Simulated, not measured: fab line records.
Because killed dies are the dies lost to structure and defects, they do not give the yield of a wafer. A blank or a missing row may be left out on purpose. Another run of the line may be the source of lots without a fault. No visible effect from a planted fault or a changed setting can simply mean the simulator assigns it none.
Which tool was responsible? ; flow n5_finfet ; Sampling: 9 lots, 27 wafers, 5 of 1938 route steps

WHAT THE GAUGES READ, wafer by wafer
N5_BEOL_M4_RC_MEAS_101. Usual: DIBL_N 36.3 mV/V, standard deviation 1; DIBL_P 36.2 mV/V, standard deviation 1.4; IOFF_N 0.157 nA/um, standard deviation 0.021; IOFF_P 0.206 nA/um, standard deviation 0.025; ION_N 673 uA/um, standard deviation 9; ION_P 461 uA/um, standard deviation 6.4; SS_N 71.5 mV/dec, standard deviation 0.5; SS_P 73.2 mV/dec, standard deviation 0.47; VT_N 249.9 mV, standard deviation 2.4; VT_P -250.6 mV, standard deviation 2.9.
lot;measured;on;DIBL_N (mV/V);DIBL_P (mV/V);IOFF_N (nA/um);IOFF_P (nA/um);ION_N (uA/um);ION_P (uA/um);SS_N (mV/dec);SS_P (mV/dec);VT_N (mV);VT_P (mV);flag
L958;day 8 05:33;prober-01;35.3 37.3 34.9;34.4 37.2 34.2;0.136 0.170 0.129;0.177 0.217 0.175;671 682 668;462 467 461;70.8 71.2 70.1;73.1 74.0 73.2;250.8 248.2 250.4;-251.1 -250.9 -252.8;
L959;day 8 10:10;prober-02;36.3 35.5 37.9;36.9 36.1 38.2;0.150 0.134 0.171;0.209 0.194 0.225;659 657 669;457 452 461;71.7 71.6 72.7;72.9 73.6 74.3;252.3 255.2 250.0;-251.1 -251.2 -252.0;
L962;day 9 07:38;prober-02;36.7 35.1 35.3;37.4 36.1 36.2;0.170 0.145 0.144;0.224 0.196 0.196;669 665 661;464 456 458;72.4 71.5 70.9;73.5 73.2 73.4;247.3 251.9 251.8;-249.1 -252.0 -252.4;
L964;day 9 13:46;prober-01;37.1 36.2 36.3;38.0 37.4 37.1;0.200 0.189 0.183;0.260 0.241 0.251;676 673 676;464 463 465;72.4 71.8 71.9;74.0 73.5 74.3;247.1 246.8 249.2;-247.2 -248.0 -246.9;
L971;day 11 11:57;prober-01;36.6 36.8 36.1;36.7 36.7 34.8;0.187 0.202 0.169;0.259 0.271 0.233;685 687 682;470 475 471;71.7 71.7 71.1;73.0 72.9 72.7;247.2 243.5 247.3;-244.2 -244.8 -248.5;
L975;day 12 07:06;prober-01;37.3 37.6 36.7;38.0 38.4 36.6;0.173 0.181 0.157;0.249 0.255 0.226;690 685 674;471 480 466;72.1 72.4 72.5;73.8 73.7 72.7;249.4 245.4 247.9;-244.6 -244.6 -248.5;
L976;day 12 17:07;prober-02;37.5 35.4 35.9;35.7 34.3 34.6;0.148 0.120 0.132;0.179 0.157 0.162;665 667 660;448 455 455;71.8 70.2 72.1;73.4 72.9 72.3;251.7 252.6 252.5;-255.2 -255.0 -255.7;
L978;day 13 01:10;prober-01;35.8 36.5 35.6;34.6 34.8 34.3;0.141 0.147 0.142;0.206 0.210 0.208;679 665 681;470 463 472;71.0 71.5 71.0;73.2 72.5 72.6;250.3 248.9 250.8;-247.9 -246.2 -247.9;
L979;day 13 13:49;prober-02;37.8 35.6 33.4;38.4 35.6 32.3;0.180 0.145 0.106;0.230 0.187 0.148;674 664 663;462 457 455;71.7 72.1 70.7;74.2 72.9 72.3;248.4 251.5 255.4;-251.4 -251.2 -255.0;

N5_PASSIVATION_CD_MEAS_44 targets a cd of 40000 nm. Usual: cd_nm reads 40000 nm (standard deviation 3.1).
lot;measured;on;cd_nm (nm);flag
L958;day 12 13:22;cd_sem-01;39994 39996 39996;
L959;day 12 13:55;cd_sem-01;40001 40003 40002;
L962;day 13 11:40;cd_sem-02;40001 40004 40001;
L964;day 13 17:14;cd_sem-02;40001 40001 40001;
L971;day 15 20:53;cd_sem-03;40003 39999 40005;
L975;day 16 10:18;cd_sem-01;39997 39999 40002;
L976;day 17 02:21;cd_sem-02;40000 40005 40001;
L978;day 16 21:22;cd_sem-02;40000 39998 40000;
L979;day 17 16:16;cd_sem-03;40003 40006 40006;

WHAT TOOL EACH LOT RAN ON (gives the tool, then ch and the chambers of the sampled wafers, and finally the start)
lot;N5_MIM_BOT_LITHO_DESCUM_10;N5_PASSIVATION_PASS_ETCH_74;N5_PASSIVATION_ETCH_59
L958;rie_diel-02 ch 0,1,2, day 12 07:04;rie_diel-05 ch 0,1,2, day 12 08:59;rie_metal-02 ch 0,1, day 12 12:08
L959;rie_diel-04 ch 0,2,3, day 12 07:13;rie_diel-03 ch 1,2,3, day 12 10:08;rie_metal-03 ch 0,1, day 12 12:26
L962;rie_diel-04 ch 1,2, day 13 03:38;rie_diel-05 ch 0,1,2, day 13 08:17;rie_metal-03 ch 0,1, day 13 10:30
L964;rie_diel-04 ch 2,3, day 13 11:09;rie_diel-03 ch 1,2, day 13 13:00;rie_metal-03 ch 0,1, day 13 15:52
L971;rie_diel-04 ch 0,2,3, day 15 15:58;rie_diel-05 ch 1,2,3, day 15 17:33;rie_metal-02 ch 0,1, day 15 19:43
L975;rie_diel-02 ch 1,2, day 16 05:03;rie_diel-05 ch 0,2,3, day 16 06:42;rie_metal-03 ch 0,1, day 16 09:01
L976;rie_diel-06 ch 0,2, day 16 21:01;rie_diel-03 ch 1,2,3, day 16 23:01;rie_metal-01 ch 0,1, day 17 01:10
L978;rie_diel-04 ch 0,1,3, day 16 13:26;rie_diel-03 ch 1,2,3, day 16 17:42;rie_metal-02 ch 0,1, day 16 20:12
L979;rie_diel-04 ch 0,1,3, day 17 11:04;rie_diel-05 ch 1,3, day 17 12:53;rie_metal-03 ch 0,1, day 17 14:56
- N5_MIM_BOT_LITHO_DESCUM_10: chemistry O2, time 7.9 s.
- N5_PASSIVATION_PASS_ETCH_74: etches SiNx in CF4/O2, target depth 220 nm, time 110 s.
- N5_PASSIVATION_ETCH_59: etches TaN in Cl2/BCl3, target depth 65 nm, time 34.9 s.

AS READ BY THE TOOLS THEMSELVES (means over the sampled wafers that have a number; for cases with no such wafer, the mark the record gives instead)
N5_MIM_BOT_LITHO_DESCUM_10. Usual: drypump_motor_current_A 5.9 A, standard deviation 0.55; oes_product_au 0.79 a.u., standard deviation 0.069; rf_vpp_V 242.8 V, standard deviation 1.3; showerhead_plenum_p_Torr 2.07 Torr, standard deviation 0.067; throttle_valve_pct 20.45 %, standard deviation 0.21.
lot;tool;drypump_motor_current_A (A);oes_product_au (a.u.);rf_vpp_V (V);showerhead_plenum_p_Torr (Torr);throttle_valve_pct (%);flag
L958;rie_diel-02;5.7;0.78;243.1;2.09;20.42;
L959;rie_diel-04;6.1;0.84;243.7;2.10;20.42;
L962;rie_diel-04;5.9;0.82;243.2;2.03;20.50;
L964;rie_diel-04;6.0;0.79;244.2;2.14;20.45;
L971;rie_diel-04;6.1;0.80;243.7;2.08;20.46;
L975;rie_diel-02;5.8;0.85;243.3;2.12;20.44;
L976;rie_diel-06;6.5;0.71;241.9;1.99;20.22;
L978;rie_diel-04;6.1;0.82;243.9;2.09;20.41;
L979;rie_diel-04;6.1;0.81;242.3;2.09;20.42;

N5_PASSIVATION_PASS_ETCH_74. Usual: drypump_motor_current_A 5.6 A, standard deviation 0.62; oes_product_au 0.78 a.u., standard deviation 0.09; rf_vpp_V 239.6 V, standard deviation 2.3; showerhead_plenum_p_Torr 2.18 Torr, standard deviation 0.087; throttle_valve_pct 15.95 %, standard deviation 0.19.
lot;tool;drypump_motor_current_A (A);oes_product_au (a.u.);rf_vpp_V (V);showerhead_plenum_p_Torr (Torr);throttle_valve_pct (%);flag
L958;rie_diel-05;5.6;0.81;239.0;2.14;15.96;
L959;rie_diel-03;5.3;0.73;240.4;2.20;15.92;
L962;rie_diel-05;5.6;0.80;239.2;2.13;15.97;
L964;rie_diel-03;5.3;0.71;241.2;2.27;15.94;
L971;rie_diel-05;6.3;0.76;239.6;2.12;16.09;
L975;rie_diel-05;5.9;0.74;237.3;2.11;16.07;
L976;rie_diel-03;5.2;0.70;239.7;2.18;15.99;
L978;rie_diel-03;5.2;0.70;240.0;2.18;15.98;
L979;rie_diel-05;6.5;0.77;237.9;2.12;16.09;

N5_PASSIVATION_ETCH_59. Usual: bcl3_flow_sccm 30.00 sccm, standard deviation 0.09; drypump_motor_current_A 5.8 A, standard deviation 0.43; oes_product_au 0.77 a.u., standard deviation 0.073; throttle_valve_pct 21.14 %, standard deviation 0.1.
lot;tool;bcl3_flow_sccm (sccm);drypump_motor_current_A (A);oes_product_au (a.u.);throttle_valve_pct (%);flag
L958;rie_metal-02;30.04;6.1;0.80;21.21;
L959;rie_metal-03;30.01;5.4;0.80;21.19;
L962;rie_metal-03;30.04;5.6;0.62;21.48;OFF
L964;rie_metal-03;29.89;5.7;0.61;21.49;OFF
L971;rie_metal-02;30.03;6.1;0.78;21.22;
L975;rie_metal-03;30.04;5.7;0.72;21.19;
L976;rie_metal-01;30.01;5.9;0.75;21.04;
L978;rie_metal-02;29.97;6.1;0.76;21.17;
L979;rie_metal-03;30.01;5.4;0.77;21.21;

THE ANSWER, worked out from the rows above alone
Rule: a lot is off if the mean of its wafers that have a number lies more than 3 standard deviations from the usual mean. A lot without any number at a reading at which 4 lots or more have one is off too. All remaining lots with rows at the step are treated as sound. The gauges are gone through in route order, then the tools' own readings, and for those a lot's mean is taken as printed above. The first step at which some lot is off is used, and at that step the reading that is off furthest; a lot without a number counts as furthest.
Off, at N5_PASSIVATION_ETCH_59 on throttle_valve_pct: L962, L964.
A tool fits if, at that step or a process step before it, it ran every lot that is off, and no sound lot after the first of them. No candidate that was tried fits.

WHAT HAD BEEN PUT IN BY THE SIMULATOR
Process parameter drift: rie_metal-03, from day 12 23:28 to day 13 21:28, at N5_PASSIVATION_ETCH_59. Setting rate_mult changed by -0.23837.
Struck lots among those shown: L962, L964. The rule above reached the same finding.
